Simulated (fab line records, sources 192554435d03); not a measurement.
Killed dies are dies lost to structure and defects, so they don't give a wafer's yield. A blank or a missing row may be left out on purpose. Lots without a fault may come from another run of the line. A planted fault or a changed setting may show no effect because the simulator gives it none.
Split-lot experiment | flow n5_finfet | 7 lots, 39 wafers read, on a route of 1938 steps

THE SPLIT
At N5_BEOL_M4_TRENCH_ETCH_37 (etches SiOC in C4F6/O2, target depth 55.555 nm, time 29.2 s), the setting target_depth_a was moved away from the recipe's 555.55 angstrom on 15 of the 39 wafers read, by -39.8% to +26.6%. The other wafers ran this setting at the recipe's value.

FROM THE SPLIT TO THE READING: what the file shows between them, 13 steps
- N5_BEOL_M4_ETCH_41: etches SiCN in CH3F/O2, target depth 29.9 nm, time 52.5 s
- N5_BEOL_M4_STRIP_97: strips in N2/H2, time 10 s
- N5_BEOL_M4_OCD_MEAS_38
- N5_BEOL_M4_HM_STRIP_39: strips TiN in peroxide tin strip, target depth 25 nm, time 158 s
- N5_BEOL_M4_SRD_40: time 30 s
- N5_BEOL_M4_ECD_50: material Cu, target thk 300 nm
- N5_BEOL_M4_ANNEAL_51: time 90 s
- N5_BEOL_M4_CMP_52: polishes, stops on SiOC, t overpolish 6.8 s, target thk 40 nm
- N5_BEOL_M4_THK_MEAS_53: measures by xrf
- N5_BEOL_M4_PRE_CLEAN_60: time 15 s
- N5_BEOL_M4_CO_CAP_55: material Co, precursor CCTBA/H2, target thk 2 nm, time 102.1 s
- N5_BEOL_M4_PRE_CLEAN_56: time 15 s
- N5_BEOL_M4_DEP_57: deposits SiCN from 3MS/NH3, target thk 8 nm, time 14 s

THE READING
M4_RS, in ohm/sq, at N5_BEOL_M4_RS_MEAS_58 (measures by four-point-probe). Fault-free wafers of this fab line usually give 0.65 ohm/sq, standard deviation 0.036 ohm/sq.

wafer  | tool, chamber at the split | target_depth_a as run, angstrom | against the recipe | M4_RS, ohm/sq | against lot-mates on the recipe
L076.1 | rie_diel-03, 3             | 653.9                           | +17.7%             | 0.47          | -0.18
L076.2 | rie_diel-03, 2             | 555.55                          | recipe             | 0.65          | -
L076.3 | rie_diel-03, 1             | 653.9                           | +17.7%             | 0.49          | -0.16
L076.4 | rie_diel-03, 0             | 653.9                           | +17.7%             | 0.48          | -0.17
L076.5 | rie_diel-03, 1             | 555.55                          | recipe             | 0.64          | -
L076.6 | rie_diel-03, 0             | 555.55                          | recipe             | 0.65          | -
L077.1 | rie_diel-01, 0             | 555.55                          | recipe             | 0.64          | -
L077.2 | rie_diel-01, 1             | 555.55                          | recipe             | 0.68          | -
L077.3 | rie_diel-01, 3             | 555.55                          | recipe             | 0.67          | -
L077.4 | rie_diel-01, 2             | 555.55                          | recipe             | 0.62          | -
L077.5 | rie_diel-01, 1             | 555.55                          | recipe             | 0.71          | -
L077.6 | rie_diel-01, 2             | 555.55                          | recipe             | 0.60          | -
L079.1 | rie_diel-03, 2             | 555.55                          | recipe             | 0.65          | -
L079.2 | rie_diel-03, 0             | 421.6                           | -24.1%             | 1.15          | +0.50
L079.3 | rie_diel-03, 1             | 555.55                          | recipe             | 0.65          | -
L079.4 | rie_diel-03, 3             | 421.6                           | -24.1%             | 1.04          | +0.39
L079.5 | rie_diel-03, 0             | 555.55                          | recipe             | 0.66          | -
L079.6 | rie_diel-03, 3             | 421.6                           | -24.1%             | 1.09          | +0.44
L082.1 | rie_diel-05, 2             | 555.55                          | recipe             | 0.61          | -
L082.4 | rie_diel-05, 1             | 555.55                          | recipe             | 0.62          | -
L082.6 | rie_diel-05, 0             | 555.55                          | recipe             | 0.63          | -
L083.1 | rie_diel-01, 1             | 555.55                          | recipe             | 0.74          | -
L083.2 | rie_diel-01, 3             | 338.9                           | -39.0%             | 2.28          | +1.58
L083.3 | rie_diel-01, 0             | 338.9                           | -39.0%             | 2.25          | +1.55
L083.4 | rie_diel-01, 2             | 338.9                           | -39.0%             | 1.97          | +1.27
L083.5 | rie_diel-01, 3             | 555.55                          | recipe             | 0.71          | -
L083.6 | rie_diel-01, 2             | 555.55                          | recipe             | 0.64          | -
L087.1 | rie_diel-01, 2             | 555.55                          | recipe             | 0.64          | -
L087.2 | rie_diel-01, 3             | 703.6                           | +26.6%             | 0.45          | -0.22
L087.3 | rie_diel-01, 1             | 555.55                          | recipe             | 0.70          | -
L087.4 | rie_diel-01, 0             | 703.6                           | +26.6%             | 0.46          | -0.21
L087.5 | rie_diel-01, 0             | 555.55                          | recipe             | 0.67          | -
L087.6 | rie_diel-01, 1             | 703.6                           | +26.6%             | 0.48          | -0.19
L092.1 | rie_diel-01, 0             | 555.55                          | recipe             | 0.60          | -
L092.2 | rie_diel-01, 3             | 334.6                           | -39.8%             | 1.78          | +1.12
L092.3 | rie_diel-01, 1             | 555.55                          | recipe             | 0.70          | -
L092.4 | rie_diel-01, 2             | 334.6                           | -39.8%             | 1.54          | +0.88
L092.5 | rie_diel-01, 2             | 334.6                           | -39.8%             | 1.69          | +1.03
L092.6 | rie_diel-01, 1             | 555.55                          | recipe             | 0.69          | -

THE FIT
A straight line over all 39 wafers: M4_RS changes by -0.0239 ohm/sq for each +1% of target_depth_a; r = -0.91; the points scatter about the line by 0.21 ohm/sq.
The same after taking each lot's own level away (the mean of its wafers on the recipe; 39 wafers): -0.0236 ohm/sq for each +1%; r = -0.91; scatter 0.2 ohm/sq.
On that fit, the largest move of target_depth_a shifts the reading by 0.94 ohm/sq.
The lots' own levels span 0.620 to 0.697 ohm/sq, that is 2.1 times the standard deviation above.
So the lot-to-lot level changes the slope little: the two slopes agree.
Check: with one of the wafers moved furthest among these (-39.8%) left out of the fit, the line predicts +1.02 ohm/sq for it against its lot-mates. It came out at +1.12 ohm/sq against them.

OTHER SPLITS ON THESE WAFERS
These wafers also went through other splits before the reading. Each is held against what the fit with the lots' levels taken away leaves over:
other split on the same wafers           | wafers away from the commonest value | r with M4_RS (lot level and that fit taken away)
N5_FIN_CUT_CUT_ETCH_15 time_s            | 12                                   | +0.16
N5_SPACER0_ALD_00 ald_cycles             | 15                                   | -0.06
N5_HKMG_FIN_NWFM_ALD_20 ald_cycles       | 12                                   | -0.01
N5_BEOL_M1_TRENCH_ETCH_37 target_depth_a | 15                                   | +0.02

THE WHOLE CHAIN: every reading that the file lists as answering this split, in the file's order
step                      | what it does                                                  | reading                                                                          | change (the file's fit)               | r (the file's)
N5_BEOL_M4_TRENCH_ETCH_37 | etches SiOC in C4F6/O2, target depth 55.555 nm, time 29.2 s   | BEOL_M4.feature_depth_nm (the simulator's own value, which no gauge read)        | +0.536 nm for each +1% of the setting | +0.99
N5_BEOL_M4_TRENCH_ETCH_37 | etches SiOC in C4F6/O2, target depth 55.555 nm, time 29.2 s   | etch.depth_nm (the simulator's own value, which no gauge read)                   | +0.536 nm for each +1% of the setting | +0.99
N5_BEOL_M4_TRENCH_ETCH_37 | etches SiOC in C4F6/O2, target depth 55.555 nm, time 29.2 s   | TiN_of_BEOL_M4_HM_DEP_02.thk_nm (the simulator's own value, which no gauge read) | -0.024 nm for each +1% of the setting | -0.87
N5_BEOL_M4_OCD_MEAS_38    |                                                               | trench_depth_nm                                                                  | +0.54 nm for each +1% of the setting  | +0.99
N5_BEOL_M4_CMP_52         | polishes, stops on SiOC, t overpolish 6.8 s, target thk 40 nm | Cu_of_BEOL_M4_ECD_50.thk_nm (the simulator's own value, which no gauge read)     | +0.538 nm for each +1% of the setting | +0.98
N5_BEOL_M4_THK_MEAS_53    | measures by xrf                                               | M4_THK                                                                           | +0.537 for each +1% of the setting    | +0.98
N5_BEOL_M4_RS_MEAS_58     | measures by four-point-probe                                  | M4_RS                                                                            | -0.0247 for each +1% of the setting   | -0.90

THE FILE'S OWN FIT
M4_RS changes by -0.0247 ohm/sq for each +1% of target_depth_a, r = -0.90.
